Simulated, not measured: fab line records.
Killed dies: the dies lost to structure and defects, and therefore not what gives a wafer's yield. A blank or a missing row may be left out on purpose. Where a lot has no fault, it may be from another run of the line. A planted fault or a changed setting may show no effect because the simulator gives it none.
Matching of chambers | flow nandHarc | NHARC_A_ZERO_WELL_ETCH_19 on rieDiel-11 has 3 sister chambers
The step etches the open film in N2/H2, target depth 80 nm, overetch 24 nm, time 87.88 s. 16 wafers are shown with their chamber, then 6 later ones without.

== EACH WAFER AND ITS CHAMBER ==
wafer  | chamber | drypumpMotorCurrentA (A) | rfVppV (V) | throttleValvePct (%)
L299.1 | 0       | 6.2                      | 429.2      | 14.166
L299.2 | 3       | 6.2                      | 430.2      | 14.181
L299.5 | 0       | 6.3                      | 428.0      | 14.169
L301.1 | 3       | 6.3                      | 431.2      | 14.179
L301.4 | 0       | 6.3                      | 428.3      | 14.167
L301.6 | 0       | 6.3                      | 430.2      | 14.173
L302.1 | 1       | 5.9                      | 431.3      | 14.190
L302.3 | 0       | 6.2                      | 430.6      | 14.182
L302.5 | 0       | 6.3                      | 428.2      | 14.169
L305.3 | 3       | 6.3                      | 429.3      | 14.169
L305.5 | 3       | 6.3                      | 430.5      | 14.178
L305.6 | 0       | 6.2                      | 429.2      | 14.164
L309.2 | 0       | 6.3                      | 428.0      | 14.167
L309.3 | 1       | 5.9                      | 428.8      | 14.171
L309.6 | 1       | 5.9                      | 429.1      | 14.169
L311.3 | 1       | 5.9                      | 430.5      | 14.171

SIGNATURES (averages over the wafers above)
reading              | chamber 0 | chamber 1 | chamber 3 | scatter within a chamber
drypumpMotorCurrentA | 6.263     | 5.900     | 6.275     | 0.0449
rfVppV               | 428.962   | 429.925   | 430.300   | 1.01
throttleValvePct     | 14.16962  | 14.17525  | 14.17675  | 0.0068
Rule: a wafer's distance from a chamber is the root of the sum, over the readings, of the square of ((its reading less the chamber's mean) divided by the reading's scatter). The wafer belongs to the nearest chamber; if the next one is less than 2 further off, it can't be placed. The scatter is the square root of a quotient: the sum, over the shown wafers, of each reading's squared deviation from its chamber's mean, divided by wafers minus chambers.

== WAFERS WITHOUT THEIR CHAMBER ==
wafer  | drypumpMotorCurrentA (A) | rfVppV (V) | throttleValvePct (%)
L311.4 | 6.2                      | 427.9      | 14.162
L314.1 | 6.2                      | 431.0      | 14.179
L314.5 | 6.2                      | 427.9      | 14.172
L314.6 | 5.9                      | 429.1      | 14.174
L318.2 | 5.9                      | 429.4      | 14.168
L318.6 | 6.2                      | 427.6      | 14.178

== CHAMBER TAKEN BY EACH ==
wafer  | from the rows above     | in truth
L311.4 | can't be placed: 0 or 3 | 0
L314.1 | can't be placed: 3 or 0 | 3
L314.5 | can't be placed: 0 or 3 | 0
L314.6 | 1                       | 1
L318.2 | 1                       | 1
L318.6 | can't be placed: 0 or 3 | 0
2 of 6 placed correctly. Cannot be placed on the basis of these rows: 4; the candidates contain the true chamber in 4. Wrongly placed: 0.
